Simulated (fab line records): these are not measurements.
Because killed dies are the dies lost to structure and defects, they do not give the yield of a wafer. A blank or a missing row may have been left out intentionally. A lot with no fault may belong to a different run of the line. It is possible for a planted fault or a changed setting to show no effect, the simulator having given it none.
Which tool did it? | flow n5Finfet | 72 wafers sampled from 24 lots at 1 step of a route of 1938

## WHAT THE GAUGES READ, wafer by wafer
N5_BEOL_M2_CD_MEAS_18: pitch 36 nm, target cd 18 nm. Usual: cdNm 18.0 nm, standard deviation 0.31.
lot  | measured     | on       | cdNm (nm)      | flag
L074 | day 6 13:47  | cdSem-02 | 17.8 17.8 17.9 | 
L075 | day 7 03:05  | cdSem-03 | 17.5 17.7 18.3 | 
L076 | day 7 03:17  | cdSem-03 | 17.9 18.4 17.6 | 
L077 | day 7 04:20  | cdSem-01 | 18.2 18.2 17.2 | 
L078 | day 7 16:29  | cdSem-03 | 18.0 17.8 17.6 | 
L079 | day 8 03:53  | cdSem-03 | 18.1 18.0 17.7 | 
L080 | day 8 05:39  | cdSem-03 | 18.5 17.7 17.9 | 
L081 | day 8 05:46  | cdSem-01 | 17.8 18.1 18.1 | 
L082 | day 8 19:04  | cdSem-01 | 18.4 17.9 17.7 | 
L083 | day 8 22:17  | cdSem-03 | 18.2 18.0 17.5 | 
L084 | day 9 17:35  | cdSem-02 | 18.1 18.2 18.4 | 
L085 | day 9 20:52  | cdSem-03 | 18.5 17.8 17.6 | 
L087 | day 10 01:52 | cdSem-03 | 17.3 18.0 18.8 | 
L086 | day 10 05:09 | cdSem-01 | 17.8 18.6 18.1 | 
L088 | day 10 05:36 | cdSem-03 | 17.4 18.3 17.2 | 
L089 | day 10 11:08 | cdSem-03 | 17.9 17.7 17.6 | 
L090 | day 10 12:08 | cdSem-01 | 18.0 17.8 18.0 | 
L091 | day 11 04:56 | cdSem-01 | 17.9 18.3 17.9 | 
L092 | day 11 05:29 | cdSem-01 | 17.8 18.2 17.5 | 
L093 | day 11 11:58 | cdSem-01 | 18.2 18.1 18.5 | 
L095 | day 11 19:52 | cdSem-03 | 18.3 18.1 17.5 | 
L094 | day 11 19:55 | cdSem-02 | 17.9 17.7 18.0 | 
L096 | day 12 11:54 | cdSem-01 | 18.0 18.2 17.3 | 
L097 | day 12 20:31 | cdSem-02 | 17.7 18.4 18.3 | 

## TOOL THAT RAN EACH LOT (tool first, then ch and the chambers of the sampled wafers, then the start)
The record holds no process step before these readings.

## WHAT THE TOOLS THEMSELVES READ (means of the sampled wafers that have a number; where no wafer has one, the mark that the record gives instead)
The record holds no such reading with a usual standard deviation.

## THE ANSWER, worked out from the rows above alone
Rule: take the mean of a lot's wafers that have a number; if it is more than 3 standard deviations from the usual mean, the lot is off. A lot without any number at a reading at which 4 lots or more have one is off too. The other lots that the step has rows for count as sound. Order of review: gauges by route order, followed by the tools' own readings, for which a lot's mean as printed above is used. At the first step where some lot is off, the reading lying furthest off is the one used; lots without a number count as furthest.
No lot is off on any of the readings shown, so nothing can be concluded from this.

## WHAT HAD BEEN PUT IN BY THE SIMULATOR
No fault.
